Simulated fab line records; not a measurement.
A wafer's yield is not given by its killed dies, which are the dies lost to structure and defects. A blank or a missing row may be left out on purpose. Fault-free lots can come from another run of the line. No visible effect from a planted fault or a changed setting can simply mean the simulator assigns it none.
Which tool is to blame? ; flow n5_finfet ; 11 lots, 29 wafers sampled, at 6 steps of a route of 1938

## WHAT THE GAUGES READ, wafer by wafer
N5_BEOL_M0_SAQP_CD_MEAS_14 targets a cd of 42.5 nm. Usual: cd_nm reads 42.3 nm (standard deviation 0.47).
lot;measured;on;cd_nm (nm);flag
L743;day 5 18:54;cd_sem-03;43.0 42.4 42.6;
L746;day 6 11:19;cd_sem-03;42.1 42.5;
L748;day 6 23:39;cd_sem-03;41.9 42.2;
L749;day 7 05:46;cd_sem-01;42.5 42.5;
L751;day 7 14:22;cd_sem-03;41.8 41.4;
L752;day 7 21:23;cd_sem-01;41.7 41.7 41.4;
L758;day 9 09:28;cd_sem-01;39.1 39.3 39.4;OFF
L759;day 9 14:08;cd_sem-01;41.0 40.6 40.4;OFF
L763;day 10 16:23;cd_sem-03;42.4 42.4 42.5;
L764;day 10 22:57;cd_sem-02;42.0 42.6 42.8;
L765;day 11 06:35;cd_sem-03;42.2 42.5 41.5;

N5_BEOL_M4_RC_MEAS_101. Usual: DIBL_N 36.0 mV/V, standard deviation 1.9; DIBL_P 35.6 mV/V, standard deviation 2.4; IOFF_N 0.16 nA/um, standard deviation 0.036; IOFF_P 0.21 nA/um, standard deviation 0.04; ION_N 673 uA/um, standard deviation 14; ION_P 460 uA/um, standard deviation 8.9; SS_N 71.5 mV/dec, standard deviation 0.67; SS_P 73.2 mV/dec, standard deviation 0.73; VT_N 249 mV, standard deviation 3.6; VT_P -250 mV, standard deviation 3.7.
lot;measured;on;DIBL_N (mV/V);DIBL_P (mV/V);IOFF_N (nA/um);IOFF_P (nA/um);ION_N (uA/um);ION_P (uA/um);SS_N (mV/dec);SS_P (mV/dec);VT_N (mV);VT_P (mV);flag
L743;day 8 01:23;prober-02;35.0 31.5 34.7;35.2 31.6 35.5;0.15 0.10 0.14;0.16 0.12 0.16;683 661 668;458 449 456;72.3 70.8 71.4;72.4 71.6 72.9;252 259 252;-255 -261 -256;
L746;day 8 16:07;prober-01;33.6 33.5;33.5 33.5;0.14 0.15;0.19 0.19;665 677;457 464;70.7 71.2;72.8 73.3;250 249;-251 -249;
L748;day 9 01:42;prober-02;36.6 34.7;37.3 34.8;0.16 0.13;0.23 0.19;659 662;465 457;71.3 70.4;73.2 72.6;249 254;-249 -251;
L749;day 9 08:53;prober-02;36.5 36.1;36.3 36.6;0.15 0.15;0.19 0.20;666 663;454 454;71.7 72.0;73.6 73.5;250 250;-254 -251;
L751;day 10 02:53;prober-01;37.1 35.8;36.2 35.0;0.19 0.17;0.24 0.23;695 701;478 485;71.9 71.5;72.7 73.0;241 244;-245 -247;
L752;day 10 05:46;prober-01;36.5 36.0 36.5;35.0 36.1 35.3;0.15 0.15 0.16;0.19 0.20 0.19;648 683 658;445 468 447;72.1 71.6 71.5;73.2 72.8 73.2;252 249 249;-253 -253 -251;
L758;day 11 23:18;prober-02;37.0 29.9 36.2;35.8 26.3 34.4;0.16 0.08 0.14;0.21 0.11 0.19;688 658 670;469 453 457;72.1 68.8 71.8;74.6 71.2 73.5;249 255 251;-250 -257 -250;
L759;day 12 02:20;prober-02;35.5 35.6 37.0;37.5 37.1 38.7;0.16 0.15 0.18;0.23 0.23 0.23;687 672 684;473 467 469;71.1 71.1 71.7;72.7 73.4 73.9;245 249 246;-248 -247 -248;
L763;day 12 22:08;prober-01;33.6 33.4 35.7;33.4 34.0 36.4;0.13 0.12 0.15;0.21 0.21 0.25;656 667 667;457 469 461;71.0 70.7 72.1;73.3 72.3 74.2;249 253 248;-245 -245 -247;
L764;day 13 07:47;prober-02;38.9 36.5 37.4;38.7 34.8 36.9;0.20 0.15 0.17;0.23 0.17 0.20;689 670 668;460 447 459;71.7 71.3 72.0;74.6 73.3 73.7;243 250 247;-252 -254 -252;
L765;day 13 22:50;prober-02;34.9 34.4 34.5;36.5 35.7 35.4;0.16 0.15 0.14;0.20 0.19 0.18;684 678 664;467 459 456;71.0 71.3 71.2;72.7 72.7 72.9;248 251 250;-249 -254 -253;

## WHICH TOOL RAN EACH LOT (tool, then ch and the chambers of the sampled wafers, then the start)
lot;N5_BEOL_M0_SAQP_PECVD_04;N5_BEOL_M0_SAQP_HM_DEP_111;N5_BEOL_M0_SAQP_EXPOSE_11;N5_BEOL_M0_SAQP_HM_OPEN_112
L743;pecvd-02 ch 0,1,2, day 5 18:21;pecvd-02 ch 0,1,2, day 5 18:28;arfi_scanner-03 ch 0, day 5 18:47;rie_diel-03 ch 0,1, day 5 19:11
L746;pecvd-02 ch 1,2, day 6 10:44;pecvd-03 ch 0,1, day 6 10:52;arfi_scanner-03 ch 0, day 6 11:12;rie_diel-06 ch 1,3, day 6 11:36
L748;pecvd-03 ch 0,1, day 6 23:12;pecvd-02 ch 0,1, day 6 23:20;arfi_scanner-01 ch 0, day 6 23:32;rie_diel-06 ch 0,2, day 6 23:56
L749;pecvd-02 ch 2, day 7 05:19;pecvd-01 ch 1, day 7 05:27;arfi_scanner-01 ch 0, day 7 05:39;rie_diel-06 ch 0,3, day 7 06:03
L751;pecvd-01 ch 0,2, day 7 13:48;pecvd-03 ch 1,2, day 7 13:56;arfi_scanner-02 ch 0, day 7 14:15;rie_diel-03 ch 0,1, day 7 14:40
L752;pecvd-03 ch 0,1,2, day 7 20:56;pecvd-01 ch 1,2, day 7 21:04;arfi_scanner-02 ch 0, day 7 21:16;rie_diel-06 ch 1,2,3, day 7 21:52
L758;pecvd-02 ch 0,1, day 9 08:53;pecvd-02 ch 0,2, day 9 09:01;arfi_scanner-02 ch 0, day 9 09:20;rie_diel-02 ch 0,1,2, day 9 10:05
L759;pecvd-03 ch 0,2, day 9 13:40;pecvd-02 ch 0,1, day 9 13:48;arfi_scanner-02 ch 0, day 9 14:01;rie_diel-02 ch 1,2, day 9 14:25
L763;pecvd-01 ch 0,1, day 10 15:48;pecvd-03 ch 0,1,2, day 10 15:56;arfi_scanner-03 ch 0, day 10 16:16;rie_diel-06 ch 0,1,2, day 10 16:40
L764;pecvd-03 ch 1,2, day 10 22:22;pecvd-01 ch 0,1,2, day 10 22:32;arfi_scanner-01 ch 0, day 10 22:50;rie_diel-06 ch 1,2, day 10 23:14
L765;pecvd-03 ch 0,1,2, day 11 06:08;pecvd-01 ch 0,1,2, day 11 06:16;arfi_scanner-01 ch 0, day 11 06:28;rie_diel-06 ch 0,1, day 11 06:52
- N5_BEOL_M0_SAQP_PECVD_04: deposits a-Si from SiH4/He, target thk 60 nm, time 60.2 s.
- N5_BEOL_M0_SAQP_HM_DEP_111: deposits SiO2 from SiH4/N2O, target thk 12 nm, time 7.2 s.
- N5_BEOL_M0_SAQP_EXPOSE_11: exposes mask M0 CORE, target cd 42 nm.
- N5_BEOL_M0_SAQP_HM_OPEN_112: chemistry CHF3/O2, target SiO2, stops on a-Si, target depth 12 nm, time 13.5 s.

## WHAT THE TOOLS THEMSELVES READ (means of the sampled wafers that have a number; where no wafer has one, the mark that the record gives instead)
N5_BEOL_M0_SAQP_PECVD_04. Usual: heater_power_w 607 W, standard deviation 67; showerhead_plenum_p_Torr 5.66 Torr, standard deviation 0.044; susceptor_temp_C 349.99 C, standard deviation 0.2; throttle_valve_pct 18.6 %, standard deviation 0.7.
lot;tool;heater_power_w (W);showerhead_plenum_p_Torr (Torr);susceptor_temp_C (C);throttle_valve_pct (%);flag
L743;pecvd-02;644;5.64;350.05;18.6;
L746;pecvd-02;594;5.61;350.13;18.7;
L748;pecvd-03;637;5.65;350.14;19.3;
L749;pecvd-02;540;5.62;350.21;18.8;
L751;pecvd-01;586;5.67;350.06;18.7;
L752;pecvd-03;606;5.66;349.91;18.6;
L758;pecvd-02;664;5.68;349.91;18.6;
L759;pecvd-03;569;5.68;350.23;18.5;
L763;pecvd-01;648;5.68;350.15;19.3;
L764;pecvd-03;576;5.64;350.07;18.0;
L765;pecvd-03;552;5.66;350.05;19.0;

N5_BEOL_M0_SAQP_HM_DEP_111. Usual: heater_power_w 764 W, standard deviation 87; showerhead_plenum_p_Torr 8.13 Torr, standard deviation 0.11; susceptor_temp_C 400.02 C, standard deviation 0.23.
lot;tool;heater_power_w (W);showerhead_plenum_p_Torr (Torr);susceptor_temp_C (C);flag
L743;pecvd-02;754;8.09;399.80;
L746;pecvd-03;713;8.11;399.94;
L748;pecvd-02;899;8.12;399.94;
L749;pecvd-01;760;8.14;399.90;
L751;pecvd-03;766;8.04;400.19;
L752;pecvd-01;738;8.15;399.88;
L758;pecvd-02;857;8.15;400.00;
L759;pecvd-02;824;8.11;400.40;
L763;pecvd-03;712;8.13;400.40;
L764;pecvd-01;747;8.17;399.94;
L765;pecvd-01;783;8.16;400.05;

N5_BEOL_M0_SAQP_EXPOSE_11. Usual: exposure_dose_mJ_cm2 54.96, standard deviation 0.053; focus_offset_nm 0.1 nm, standard deviation 0.47.
lot;tool;exposure_dose_mJ_cm2;focus_offset_nm (nm);flag
L743;arfi_scanner-03;54.99;0.3;
L746;arfi_scanner-03;54.91;-0.2;
L748;arfi_scanner-01;55.00;0.4;
L749;arfi_scanner-01;54.90;-0.8;
L751;arfi_scanner-02;54.95;0.0;
L752;arfi_scanner-02;54.92;-0.3;
L758;arfi_scanner-02;59.41;0.4;OFF
L759;arfi_scanner-02;58.49;0.4;OFF
L763;arfi_scanner-03;54.97;0.4;
L764;arfi_scanner-01;54.94;0.1;
L765;arfi_scanner-01;54.93;-0.0;

N5_BEOL_M0_SAQP_HM_OPEN_112. Usual: O2_flow_sccm 4.998 sccm, standard deviation 0.016; drypump_motor_current_A 5.4 A, standard deviation 0.57; oes_o_777_au 0.78 a.u., standard deviation 0.076; oes_product_au 0.51 a.u., standard deviation 0.051; rf_vpp_V 515 V, standard deviation 9.7; showerhead_plenum_p_Torr 2.40 Torr, standard deviation 0.1; throttle_valve_pct 18.93 %, standard deviation 0.25.
lot;tool;O2_flow_sccm (sccm);drypump_motor_current_A (A);oes_o_777_au (a.u.);oes_product_au (a.u.);rf_vpp_V (V);showerhead_plenum_p_Torr (Torr);throttle_valve_pct (%);flag
L743;rie_diel-03;4.990;5.4;0.86;0.57;510;2.55;18.60;
L746;rie_diel-06;4.992;5.1;0.83;0.54;513;2.48;18.76;
L748;rie_diel-06;5.014;5.5;0.71;0.47;522;2.34;19.22;
L749;rie_diel-06;4.990;5.5;0.78;0.51;523;2.34;18.98;
L751;rie_diel-03;4.996;5.5;0.80;0.53;509;2.53;18.66;
L752;rie_diel-06;5.009;4.9;0.77;0.51;513;2.45;18.93;
L758;rie_diel-02;5.015;5.6;0.76;0.50;509;2.32;19.08;
L759;rie_diel-02;5.011;5.6;0.80;0.52;504;2.35;18.95;
L763;rie_diel-06;4.988;5.4;0.72;0.48;517;2.40;19.10;
L764;rie_diel-06;4.997;5.2;0.75;0.49;511;2.49;18.95;
L765;rie_diel-06;5.013;5.7;0.76;0.49;518;2.45;18.95;

## THE ANSWER, worked out from the rows above alone
Rule: lot off if the mean of its wafers having a number is beyond 3 standard deviations from the usual mean. A lot without any number at a reading at which 4 lots or more have one is off too. Where the step has rows for the other lots, those lots are counted as sound. Order of review: gauges by route order, followed by the tools' own readings, for which a lot's mean as printed above is used. At the first step where some lot is off, the reading lying furthest off is the one used; lots without a number count as furthest.
Off at N5_BEOL_M0_SAQP_CD_MEAS_14 (cd_nm): L758, L759.
If a tool, at a process step before that reading, ran all the lots that are off and no sound lot after the first of them, it fits. Not tried: the gauges at N5_BEOL_M0_SAQP_CD_MEAS_14; whatever is off there is also off at N5_BEOL_M0_SAQP_EXPOSE_11, on other tools, and gauge error can't account for it. This does not decide it: 2 tools fit, namely pecvd-02 at N5_BEOL_M0_SAQP_HM_DEP_111 and arfi_scanner-02 at N5_BEOL_M0_SAQP_EXPOSE_11.

## WHAT HAD BEEN PUT IN BY THE SIMULATOR
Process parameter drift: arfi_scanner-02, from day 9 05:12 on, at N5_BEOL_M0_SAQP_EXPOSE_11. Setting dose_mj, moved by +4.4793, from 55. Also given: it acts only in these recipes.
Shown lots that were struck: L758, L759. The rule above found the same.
